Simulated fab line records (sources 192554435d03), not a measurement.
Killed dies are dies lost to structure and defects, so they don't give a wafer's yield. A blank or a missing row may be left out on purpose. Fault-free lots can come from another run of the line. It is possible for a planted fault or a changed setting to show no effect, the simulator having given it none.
fab line records    flow n5Finfet    part 2 of 2: steps 44 to 44 of 44
record: lots: 6  wafers: 15  lastDay: 15
route steps=1938 shown SD_EPI_N@276 SD_EPI_P@295 MOL_CONTACT_COAG@537 PASSIVATION@1936
lots with no fault: from the same line, run without faults
startH: hours from the record's first day to the start of the lot's first wafer shown    waitH: time in hours since the lot's previous step    " the same as in the row above    L1.1+2: one row covering several wafers at once    - either no value or no given start    * or withheld: withheld    < > ~ a bound
route shown NAME@n: NAME is a module with steps in the file, n the number in the route of the first one    usual: the fault-free wafers' mean and standard deviation    same: alike in all rows    chamber/n: place in a boat    sites: per-site readings    _std_site: standard deviation of those values    _edge_site: outer sites' mean less inner sites'    radiusMm: for every site, how far away it sits from the centre of the wafer    mask NAME#n: copy n    behind: the last tool/chamber to shape the wafer    hold: why the lot was held/for how many hours/how that ended    device: whichever transistor did not switch (one of n, p or np)    end of line: the route-end tests of the same wafers    a step given without rows: its recipe and nothing more    killed: not the wafer's yield, but the dies lost to structure and defects at the first sort    map: a wafer's dies, x killed, . not, _ none there
set.NAME: the setting the step ran with; set.NAME@STEP: the setting that earlier step ran with    model.NAME: the simulator's own value behind a step, which no gauge read
certain route steps with their lots: each step a table, each wafer a row
services: a tool's chamber out of use, with start hour (startH, from the record's first day; less than 0 if before it), hours out, and reason
== steps ==
step: N5_PASSIVATION_PROBE_49
usual: killed_at_M0_to_M3: 32/9.3  killed_at_M4_up: 14/4.9  killedAtContacts: 15/7.5  killedAtFrontEnd: 40/11  killedAtOther: 4/3.3  killedDies: 104/17  killedOpen: 68/14  killedShort: 33/7.9
same: grossDies: 1180  killedAtBackSide: 0
lot.wafer  tool       chamber  startH  waitH  killed_at_M0_to_M3  killed_at_M4_up  killedAtContacts  killedAtFrontEnd  killedAtOther  killedDies  killedOpen  killedShort
L104.1     prober-02  -        287.81  0.0    31                  11               30                21                1              94          58          35
L104.2     prober-02  -        287.86  0.1    52                  8                29                29                4              122         70          37
L107.2     prober-01  -        292.59  0.1    19                  14               24                48                1              106         63          41
L107.6     prober-01  -        292.79  0.3    36                  8                25                50                0              119         91          26
L108.3     prober-01  -        304.57  0.1    15                  16               8                 42                7              88          62          19
L108.5     prober-01  -        304.67  0.2    22                  12               21                40                4              99          55          27
L113.1     prober-01  -        324.06  0.0    32                  23               7                 45                3              110         73          28
L113.4     prober-01  -        324.21  0.2    22                  23               14                53                2              114         73          40
L113.5     prober-01  -        324.26  0.2    36                  9                12                61                0              118         78          39
L116.4     prober-01  -        344.06  0.2    22                  8                4                 83                2              119         55          15
L116.5     prober-01  -        344.11  0.2    20                  7                6                 36                35             104         48          22
L116.6     prober-01  -        344.16  0.3    22                  7                16                38                2              85          52          31
L118.1     prober-01  -        365.86  0.0    27                  21               14                26                7              95          64          25
L118.3     prober-01  -        365.96  0.1    30                  8                21                33                4              96          64          28
L118.4     prober-01  -        366.01  0.2    30                  15               9                 52                30             136         66          26
killed by level:class
L104.1 MOL_CONTACT_COAG:geometricParticle:open=25 BEOL_M0_SAQP:geometricParticle:short=9 MOL_CONTACT_COAG:geometricParticle:short=5 BEOL_M5:geometricParticle:open=5 BEOL_M1:geometricParticle:open=4 BEOL_M0_SAQP:geometricParticle:open=4 BEOL_M2:geometricParticle:open=4 BEOL_M3:geometricParticle:short=4
L104.2 MOL_CONTACT_COAG:geometricParticle:open=16 BEOL_M0_SAQP:geometricParticle:open=15 BEOL_M0_SAQP:geometricParticle:short=13 MOL_CONTACT_COAG:areaEtch=9 BEOL_M1:geometricParticle:open=8 FIN_SAQP:geometricParticle:open=6 BEOL_M2:geometricParticle:open=6 HKMG_FIN:areaEtch=6
L107.2 MOL_CONTACT_COAG:geometricParticle:open=17 STI_FIN_REVEAL:geometricParticle:open=15 FIN_SAQP:geometricParticle:short=9 STI_FIN_REVEAL:geometricParticle:short=7 MOL_CONTACT_COAG:geometricParticle:short=7 BEOL_M0_SAQP:geometricParticle:short=6 FIN_SAQP:geometricParticle:open=5 BEOL_M0_SAQP:geometricParticle:open=5
L107.6 STI_FIN_REVEAL:geometricParticle:open=21 MOL_CONTACT_COAG:geometricParticle:open=18 BEOL_M3:geometricParticle:open=12 FIN_SAQP:geometricParticle:open=7 MOL_CONTACT_COAG:geometricParticle:short=7 BEOL_M2:geometricParticle:open=6 BEOL_M1:geometricParticle:open=6 STI_FIN_REVEAL:geometricParticle:short=4
L108.3 STI_FIN_REVEAL:geometricParticle:open=11 MOL_CONTACT_COAG:geometricParticle:open=7 BEOL_M4:geometricParticle:open=7 HKMG_FIN:areaEtch=7 BEOL_M0_SAQP:geometricParticle:open=5 BEOL_M1:geometricParticle:open=5 STARTING-WAFER:geometricParticle:open=5 BEOL_M4:geometricParticle:short=4
L108.5 MOL_CONTACT_COAG:geometricParticle:open=10 MOL_CONTACT_COAG:areaEtch=9 FIN_CUT:areaEtch=8 STI_FIN_REVEAL:geometricParticle:open=7 BEOL_M2:geometricParticle:open=7 STI_FIN_REVEAL:geometricParticle:short=6 FIN_SAQP:geometricParticle:open=5 BEOL_M4:geometricParticle:open=5
L113.1 BEOL_M4:geometricParticle:open=14 STI_FIN_REVEAL:geometricParticle:open=9 BEOL_M3:geometricParticle:open=8 FIN_SAQP:geometricParticle:short=7 MOL_CONTACT_COAG:geometricParticle:open=7 FIN_SAQP:geometricParticle:open=6 BEOL_M0_SAQP:geometricParticle:short=6 GATE_CUT:geometricParticle:short=5
L113.4 FIN_SAQP:geometricParticle:short=18 FIN_SAQP:geometricParticle:open=12 MOL_CONTACT_COAG:geometricParticle:open=12 BEOL_M4:geometricParticle:open=11 BEOL_M3:geometricParticle:open=8 BEOL_M4:geometricParticle:short=5 BEOL_M2:geometricParticle:open=4 STI_FIN_REVEAL:geometricParticle:short=3
L113.5 FIN_SAQP:geometricParticle:open=12 MOL_CONTACT_COAG:geometricParticle:open=9 BEOL_M0_SAQP:geometricParticle:open=9 FIN_SAQP:geometricParticle:short=7 BEOL_M0:geometricParticle:open=7 SPACER0:geometricParticle:open=6 STI_FIN_REVEAL:geometricParticle:open=6 SPACER0:geometricParticle:short=6
L116.4 FIN_CUT:areaEtch=47 FIN_SAQP:geometricParticle:open=9 STI_FIN_REVEAL:geometricParticle:open=8 BEOL_M3:geometricParticle:open=7 DUMMY_GATE:geometricParticle:open=5 BEOL_M2:geometricParticle:open=4 BEOL_M1:geometricParticle:open=4 BEOL_M8:geometricParticle:open=3
L116.5 PASSIVATION:areaEtch=31 FIN_SAQP:geometricParticle:open=10 STI_FIN_REVEAL:geometricParticle:open=8 FIN_SAQP:geometricParticle:short=6 MOL_CONTACT_COAG:geometricParticle:open=5 BEOL_M0_SAQP:geometricParticle:short=5 BEOL_M2:geometricParticle:open=4 BEOL_M0_SAQP:geometricParticle:open=4
L116.6 MOL_CONTACT_COAG:geometricParticle:open=15 BEOL_M0_SAQP:geometricParticle:short=11 FIN_SAQP:geometricParticle:open=10 FIN_SAQP:geometricParticle:short=5 BEOL_M0_SAQP:geometricParticle:open=5 STARTING-WAFER:geometricParticle:open=5 STI_FIN_REVEAL:geometricParticle:open=4 BEOL_M8:geometricParticle:open=4
L118.1 BEOL_M4:geometricParticle:open=11 MOL_CONTACT_COAG:geometricParticle:open=10 STI_FIN_REVEAL:geometricParticle:open=8 BEOL_M2:geometricParticle:open=6 PASSIVATION:areaEtch=6 BEOL_M0_SAQP:geometricParticle:open=5 BEOL_M3:geometricParticle:open=5 MOL_CONTACT_COAG:geometricParticle:short=4
L118.3 MOL_CONTACT_COAG:geometricParticle:open=19 BEOL_M0_SAQP:geometricParticle:short=9 STI_FIN_REVEAL:geometricParticle:open=7 BEOL_M0_SAQP:geometricParticle:open=7 BEOL_M3:geometricParticle:open=6 FIN_SAQP:geometricParticle:open=5 GATE_CUT:geometricParticle:open=4 BEOL_M0:geometricParticle:open=4
L118.4 PASSIVATION:areaEtch=27 HKMG_FIN:areaEtch=16 STI_FIN_REVEAL:geometricParticle:open=12 BEOL_M4:geometricParticle:open=9 BEOL_M0_SAQP:geometricParticle:short=8 MOL_CONTACT_COAG:geometricParticle:open=7 BEOL_M0_SAQP:geometricParticle:open=6 BEOL_M0:geometricParticle:open=5
== services ==
tool         chamber  startH  hours  kind
rieDiel-03   -        48.55   2.8    pm
aldSin-03    -        51.05   1.7    repair
rieDiel-03   -        51.49   0.5    repair
rieDiel-03   1        68.41   -      clean
rieDiel-03   1        68.41   -      consumableReplace:focusRing
rieDiel-03   1        68.41   -      consumableReplace:showerhead
rieDiel-03   1        68.41   23.2   scheduledDown
rieDiel-03   1        68.41   23.2   ventCycle
aldSin-02    2        70.99   11.1   repair
aldSin-04    -        85.53   14.0   pm
rieDiel-04   0        87.45   6.6    repair
rieDiel-04   3        94.41   -      clean
aldSin-02    -        102.55  2.8    pm
rieDiel-03   0        115.96  8.9    repair
rieDiel-04   -        148.85  0.1    repair
aldSin-03    0        149.07  8.7    repair
rieDiel-02   3        159.07  -      clean
rieDiel-02   3        159.07  -      consumableReplace:focusRing
rieDiel-02   3        159.07  16.3   scheduledDown
rieDiel-02   3        159.07  16.3   ventCycle
epiRpcvd-01  -        164.46  2.8    pm
aldSin-03    -        164.77  4.3    pm
rieDiel-04   2        172.28  4.3    repair
aldSin-03    -        176.75  14.0   pm
